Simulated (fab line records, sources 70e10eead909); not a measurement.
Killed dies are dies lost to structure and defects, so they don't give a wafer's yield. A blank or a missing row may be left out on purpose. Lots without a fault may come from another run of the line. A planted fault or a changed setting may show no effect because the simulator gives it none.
A struck lot beside a sound one | flow nand_harc | 14 steps out of a route of 1302
Sound: wafers L394.1, L394.2, L394.3. Struck: wafers L410.1, L410.2, L410.6. The cause comes at the end.
At each step with rows: each side's tool, then ch and its chambers, then its first start. Under that, the readings that differ: sound wafers | struck wafers | difference of the means | sigmas: that difference in standard deviations of wafers without a fault.
alike: readings whose means differ by less than 2 such deviations, and words and numbers that are the same on both sides. not compared: withheld readings, readings that some wafer has no value for, bounds like >300 that may hide the same value, and numbers for which the record gives no deviation and whose values overlap.
The two part at a step that has a row with sigmas, a row that says differs or no value, or rows on one side only. Numbers that don't overlap but have no deviation are shown without sigmas and don't part them. A reading that every wafer of one side lacks parts them only if that side has two wafers or more.

first, 2 steps without rows for these wafers: NHARC_A_SOURCE_PLATE_SRD_01; NHARC_A_SOURCE_PLATE_OXIDE_02 (material SiO2, target thk 10 nm, ox time 1362 s).
NHARC_A_SOURCE_PLATE_THK_MEAS_09: measures by ellipsometry.
  sound on film_metro-01, day 8 16:36; struck on film_metro-01, day 15 13:41
  alike: thk_nm
then, 3 steps without rows for these wafers: NHARC_A_SOURCE_PLATE_PVD_04 (deposits WSi2, target thk 50 nm); NHARC_A_SOURCE_PLATE_CVD_03 (deposits poly-Si, target thk 200 nm, time 4000 s); NHARC_A_SOURCE_PLATE_ANNEAL_05 (time 1800 s).
NHARC_A_SOURCE_PLATE_THK_MEAS_06: measures by ellipsometry.
  sound on film_metro-02, day 9 05:35; struck on film_metro-02, day 16 02:41
  alike: thk_nm
NHARC_A_SOURCE_PLATE_INSPECT_08:
  sound on defect_inspect-02, day 9 05:42; struck on defect_inspect-01, day 16 02:46
  alike: raw_defect_count
then, 1 step without rows for these wafers: NHARC_A_ONON_D1_DEP_00 (target thk 1000 nm).
NHARC_A_ONON_D1_THK_MEAS_02: measures by ellipsometry.
  sound on film_metro-02, day 9 06:16; struck on film_metro-02, day 16 03:21
  alike: thk_nm
NHARC_A_ONON_D1_DEP_03: target thk 1000 nm.
  sound on pecvd_onon-02 ch 0, day 9 06:20; struck on pecvd_onon-02 ch 0, day 16 03:24
NHARC_A_ONON_D1_THK_MEAS_05: measures by ellipsometry.
  sound on film_metro-02, day 9 06:50; struck on film_metro-02, day 16 03:55
  reading     | sound          | struck      | difference | sigmas
  thk_nm (nm) | 1000 1002 1001 | 338 339 339 | -662       | -96
then, 1 step without rows for these wafers: NHARC_A_ONON_D1_DEP_06 (target thk 1000 nm).
-- the record jumps here: 17 days lie between the struck wafers' starts before and after (it left off in module A_ONON_D1 and takes up again in module END, whose first step shown is number 1302 of the route) --
NHARC_END_SORT_01:
  the record has rows for the struck wafers here (prober-02 ch 0, day 33 03:42) and none for the sound ones

WHERE THEY PART
First at NHARC_A_ONON_D1_THK_MEAS_05; last, within this record, at NHARC_END_SORT_01.

WHY: what the simulator had put in
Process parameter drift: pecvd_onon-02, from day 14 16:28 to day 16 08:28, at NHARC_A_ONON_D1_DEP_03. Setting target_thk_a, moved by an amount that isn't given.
